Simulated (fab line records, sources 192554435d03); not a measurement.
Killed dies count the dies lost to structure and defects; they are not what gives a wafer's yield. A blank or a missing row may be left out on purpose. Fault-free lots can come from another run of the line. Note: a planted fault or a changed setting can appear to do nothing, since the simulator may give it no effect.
Chamber matching | flow n5-finfet | N5_SDB_HM_DEP_00 on pecvd-04: 3 sister chambers
The step deposits SiNx from SiH4/NH3/N2, target thk 40 nm, time 35.3 s. 6 wafers are shown with their chamber, then 8 later ones without.

## WAFERS WITH THEIR CHAMBER
wafer  | chamber | throttle-valve-pct (%) | showerhead-plenum-p-Torr (Torr)
L081.1 | 2       | 40.2                   | 5.26
L081.2 | 0       | 39.1                   | 5.15
L081.4 | 0       | 39.2                   | 5.15
L081.5 | 1       | 43.1                   | 5.13
L081.6 | 2       | 40.2                   | 5.28
L087.2 | 1       | 42.9                   | 5.14

## WAFERS MISSING THEIR CHAMBER
wafer  | throttle-valve-pct (%) | showerhead-plenum-p-Torr (Torr)
L087.3 | 43.2                   | 5.12
L087.6 | 39.2                   | 5.15
L092.2 | 39.1                   | 5.16
L092.3 | 40.1                   | 5.26
L092.6 | 42.9                   | 5.13
L094.1 | 40.2                   | 5.28
L094.2 | 43.1                   | 5.13
L094.6 | 39.6                   | 5.15

## WHICH CHAMBER EACH WENT THROUGH
wafer  | from the rows above | in truth
L087.3 | 1                   | 1
L087.6 | 0                   | 0
L092.2 | 0                   | 0
L092.3 | 2                   | 2
L092.6 | 1                   | 1
L094.1 | 2                   | 2
L094.2 | 1                   | 1
L094.6 | 0                   | 0
Correctly placed: 8 of 8. From these rows, 0 cannot be placed. Wrongly placed: 0.
How it was worked out, from the rows above alone: a wafer's distance from a chamber is the root of the sum, over the readings, of the square of ((its reading less the chamber's mean) divided by the reading's scatter). If the next closest chamber is less than 2 further off than the closest, the wafer can't be placed; otherwise it belongs to the closest. The mean given for a chamber averages the wafers shown for that chamber. The scatter is the square root of a quotient: the sum, over the shown wafers, of each reading's squared deviation from its chamber's mean, divided by wafers minus chambers.
